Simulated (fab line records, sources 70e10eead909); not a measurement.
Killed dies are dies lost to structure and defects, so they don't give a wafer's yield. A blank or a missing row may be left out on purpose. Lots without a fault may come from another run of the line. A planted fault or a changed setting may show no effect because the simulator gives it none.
Chamber matching | flow nand_harc | NHARC_A_STAIRCASE_TRIM_229 on rie_diel-01: 4 sister chambers
The step chemistry O2, time 211.2 s. 8 wafers are shown with their chamber, then 7 later ones without.

WAFERS WITH THEIR CHAMBER
wafer  | chamber | showerhead_plenum_p_Torr (Torr) | rf_vpp_V (V)
L077.6 | 3       | 3.37                            | 57.1
L083.5 | 1       | 3.47                            | 57.6
L084.3 | 3       | 3.35                            | 57.1
L084.5 | 0       | 3.72                            | 58.8
L086.4 | 0       | 3.72                            | 57.9
L086.5 | 2       | 3.30                            | 56.6
L087.1 | 1       | 3.46                            | 57.6
L087.2 | 2       | 3.30                            | 56.3

WAFERS WITHOUT THEIR CHAMBER
wafer  | showerhead_plenum_p_Torr (Torr) | rf_vpp_V (V)
L087.5 | 3.72                            | 58.6
L091.1 | 3.35                            | 56.9
L091.2 | 3.71                            | 58.2
L091.5 | 3.71                            | 58.3
L093.1 | 3.29                            | 56.2
L093.3 | 3.34                            | 58.7
L093.6 | 3.29                            | 57.0

WHICH CHAMBER EACH WENT THROUGH
wafer  | from the rows above | in truth
L087.5 | 0                   | 0
L091.1 | 3                   | 3
L091.2 | 0                   | 0
L091.5 | 0                   | 0
L093.1 | 2                   | 2
L093.3 | 3                   | 3
L093.6 | 2                   | 2
Placed correctly: 7 of 7. Can't be placed from these rows: 0. Placed wrongly: 0.
How it was worked out, from the rows above alone: a wafer's distance from a chamber is the root of the sum, over the readings, of the square of ((its reading less the chamber's mean) divided by the reading's scatter). The wafer belongs to the nearest chamber; if the next one is less than 2 further off, it can't be placed. A chamber's mean is the mean of its shown wafers. The scatter: the root of (the sum of the squares of (reading less its chamber's mean) over the shown wafers, divided by (wafers less chambers)).
